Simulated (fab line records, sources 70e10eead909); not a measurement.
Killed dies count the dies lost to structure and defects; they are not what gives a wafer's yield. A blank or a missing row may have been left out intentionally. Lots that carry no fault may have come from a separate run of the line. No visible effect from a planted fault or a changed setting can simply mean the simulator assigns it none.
What tool caused it? -- flow nand-harc -- 24 lots, 72 wafers sampled, at 4 steps of a route of 1302

WHAT THE GAUGES READ, wafer by wafer
NHARC_A_BLC_INSPECT_28.
lot,measured,on,raw-defect-count
L075,day 23 20:36,defect-inspect-02,552 616 533
L074,day 23 21:20,defect-inspect-02,470 478 613
L077,day 24 12:08,defect-inspect-02,341 523 371
L076,day 24 13:17,defect-inspect-01,456 612 671
L078,day 24 22:09,defect-inspect-01,411 438 621
L080,day 25 12:38,defect-inspect-01,575 643 574
L079,day 25 14:59,defect-inspect-02,316 378 390
L081,day 26 04:09,defect-inspect-01,553 467 517
L082,day 26 08:23,defect-inspect-01,315 497 529
L083,day 27 01:46,defect-inspect-02,605 408 504
L086,day 27 08:35,defect-inspect-02,604 529 431
L084,day 27 09:02,defect-inspect-02,499 433 421
L085,day 27 16:58,defect-inspect-01,538 360 388
L087,day 28 04:13,defect-inspect-02,706 610 534
L088,day 28 13:55,defect-inspect-01,483 336 676
L089,day 28 16:35,defect-inspect-02,471 455 490
L090,day 29 23:08,defect-inspect-01,510 534 479
L091,day 30 07:08,defect-inspect-01,432 505 406
L094,day 30 13:47,defect-inspect-02,443 484 496
L092,day 30 14:23,defect-inspect-02,511 509 539
L093,day 30 21:46,defect-inspect-01,453 500 443
L095,day 31 17:41,defect-inspect-02,619 379 461
L096,day 32 03:11,defect-inspect-01,425 444 381
L097,day 32 17:20,defect-inspect-01,500 321 387

NHARC_A_M0_INSPECT_27.
lot,measured,on,raw-defect-count
L075,day 24 00:13,defect-inspect-02,378 469 501
L074,day 24 01:05,defect-inspect-02,373 407 446
L077,day 24 15:34,defect-inspect-01,497 506 440
L076,day 24 16:52,defect-inspect-02,498 735 682
L078,day 25 01:54,defect-inspect-02,424 414 479
L080,day 25 16:11,defect-inspect-01,586 493 435
L079,day 25 18:25,defect-inspect-01,646 642 499
L081,day 26 08:07,defect-inspect-01,1035 540 579
L082,day 26 11:57,defect-inspect-02,464 622 367
L083,day 27 05:23,defect-inspect-01,429 487 523
L086,day 27 12:03,defect-inspect-01,726 841 799
L084,day 27 12:31,defect-inspect-02,671 656 543
L085,day 27 20:36,defect-inspect-01,635 623 527
L087,day 28 07:58,defect-inspect-01,397 622 480
L088,day 28 17:30,defect-inspect-02,581 458 651
L089,day 28 20:21,defect-inspect-02,386 402 408
L090,day 30 02:43,defect-inspect-01,383 479 326
L091,day 30 10:45,defect-inspect-02,554 756 575
L094,day 30 17:22,defect-inspect-02,443 464 420
L092,day 30 17:58,defect-inspect-01,502 442 459
L093,day 31 01:13,defect-inspect-02,390 378 467
L095,day 31 21:16,defect-inspect-02,599 502 512
L096,day 32 08:08,defect-inspect-01,337 327 337
L097,day 32 20:56,defect-inspect-02,463 559 487

NHARC_A_M1_CD_MEAS_09: target cd 120 nm.
lot,measured,on,cd-nm (nm)
L075,day 24 01:36,cd-sem-02,120.3 120.1 119.5
L074,day 24 02:28,cd-sem-03,119.9 120.5 119.9
L077,day 24 16:55,cd-sem-01,120.2 120.3 120.2
L076,day 24 18:17,cd-sem-03,120.1 119.8 120.2
L078,day 25 03:17,cd-sem-01,119.2 119.3 119.1
L080,day 25 17:28,cd-sem-03,119.8 121.0 120.4
L079,day 25 20:18,cd-sem-03,119.8 119.8 119.8
L081,day 26 09:29,cd-sem-01,120.1 119.9 120.4
L082,day 26 13:46,cd-sem-01,120.1 120.0 120.3
L083,day 27 06:47,cd-sem-02,119.4 119.3 119.7
L086,day 27 13:27,cd-sem-01,119.5 118.6 119.5
L084,day 27 13:47,cd-sem-03,119.5 120.2 120.5
L085,day 27 22:13,cd-sem-01,120.4 121.0 120.9
L087,day 28 09:32,cd-sem-02,120.5 120.0 119.6
L088,day 28 18:46,cd-sem-03,119.1 119.3 119.3
L089,day 28 21:44,cd-sem-02,119.7 120.3 120.3
L090,day 30 04:06,cd-sem-03,120.2 120.5 119.9
L091,day 30 12:09,cd-sem-01,120.3 119.6 120.9
L094,day 30 18:37,cd-sem-03,119.9 119.8 119.6
L092,day 30 19:14,cd-sem-01,121.2 120.8 120.8
L093,day 31 02:37,cd-sem-03,120.0 120.0 120.5
L095,day 31 22:39,cd-sem-01,119.2 120.4 120.3
L096,day 32 09:31,cd-sem-01,118.9 118.9 119.0
L097,day 32 22:13,cd-sem-01,119.8 120.2 120.7

WHICH TOOL RAN EACH LOT (tool, then ch and the chambers of the sampled wafers, then the start)
lot,NHARC_A_M0_PVD_20
L075,"pvd-sputter-03, day 24 00:13 or earlier"
L074,"pvd-sputter-01, day 24 01:05 or earlier"
L077,"pvd-sputter-03, day 24 15:34 or earlier"
L076,"pvd-sputter-01, day 24 16:52 or earlier"
L078,"pvd-sputter-01, day 25 01:54 or earlier"
L080,"pvd-sputter-03, day 25 16:11 or earlier"
L079,"pvd-sputter-01, day 25 18:25 or earlier"
L081,"pvd-sputter-03, day 26 08:07 or earlier"
L082,"pvd-sputter-01, day 26 11:57 or earlier"
L083,"pvd-sputter-02, day 27 05:23 or earlier"
L086,"pvd-sputter-03, day 27 12:03 or earlier"
L084,"pvd-sputter-01, day 27 12:31 or earlier"
L085,"pvd-sputter-01, day 27 20:36 or earlier"
L087,"pvd-sputter-02, day 28 07:58 or earlier"
L088,"pvd-sputter-03, day 28 17:30 or earlier"
L089,"pvd-sputter-03, day 28 20:21 or earlier"
L090,"pvd-sputter-01, day 30 02:43 or earlier"
L091,"pvd-sputter-01, day 30 10:45 or earlier"
L094,"pvd-sputter-01, day 30 17:22 or earlier"
L092,"pvd-sputter-02, day 30 17:58 or earlier"
L093,"pvd-sputter-03, day 31 01:13 or earlier"
L095,"pvd-sputter-02, day 31 21:16 or earlier"
L096,"pvd-sputter-02, day 32 08:08 or earlier"
L097,"pvd-sputter-03, day 32 20:56 or earlier"
- NHARC_A_M0_PVD_20: deposits TaN, target thk 5 nm, time 8.06 s.

WHAT THE TOOLS THEMSELVES READ (means of the sampled wafers that have a number; where no wafer has one, the mark that the record gives instead)
NHARC_A_M0_PVD_20.
lot,tool,cathode-dc-power-W (W),throttle-valve-pct (%)
L075,pvd-sputter-03,15002,28.5
L074,pvd-sputter-01,15000,29.8
L077,pvd-sputter-03,15001,29.4
L076,pvd-sputter-01,14997,30.1
L078,pvd-sputter-01,15002,30.0
L080,pvd-sputter-03,14998,29.5
L079,pvd-sputter-01,15000,29.9
L081,pvd-sputter-03,15002,28.7
L082,pvd-sputter-01,15000,29.7
L083,pvd-sputter-02,15000,30.6
L086,pvd-sputter-03,15001,29.2
L084,pvd-sputter-01,15002,30.0
L085,pvd-sputter-01,14999,29.8
L087,pvd-sputter-02,15001,30.8
L088,pvd-sputter-03,14999,29.6
L089,pvd-sputter-03,14999,29.4
L090,pvd-sputter-01,15000,29.8
L091,pvd-sputter-01,15000,30.0
L094,pvd-sputter-01,14998,30.1
L092,pvd-sputter-02,15002,30.6
L093,pvd-sputter-03,14996,29.7
L095,pvd-sputter-02,15002,29.6
L096,pvd-sputter-02,14999,30.6
L097,pvd-sputter-03,14998,29.9

THE ANSWER, worked out from the rows above alone
Rule: usual is defined by the lots themselves. Put in order of their means at a reading, lots are off if they are a third of the lots or fewer, leave a main group of 4 or more, and stand apart from it by a gap of 3 or more times the standard deviation of the main group's means; of several such gaps the widest counts. The tables above print the reading to a certain number of digits; a main group whose means all agree to those digits is not used. A lot without any number at a reading at which 4 lots or more have one is off too. Any other lot the step has rows for is counted as sound. The gauges are gone through in route order, then the tools' own readings, and for those a lot's mean is taken as printed above. At the first step where some lot is off, the reading lying furthest off is the one used; lots without a number count as furthest.
None of the lots is off at any reading shown; this tells nothing.

WHAT THE SIMULATOR PUT IN
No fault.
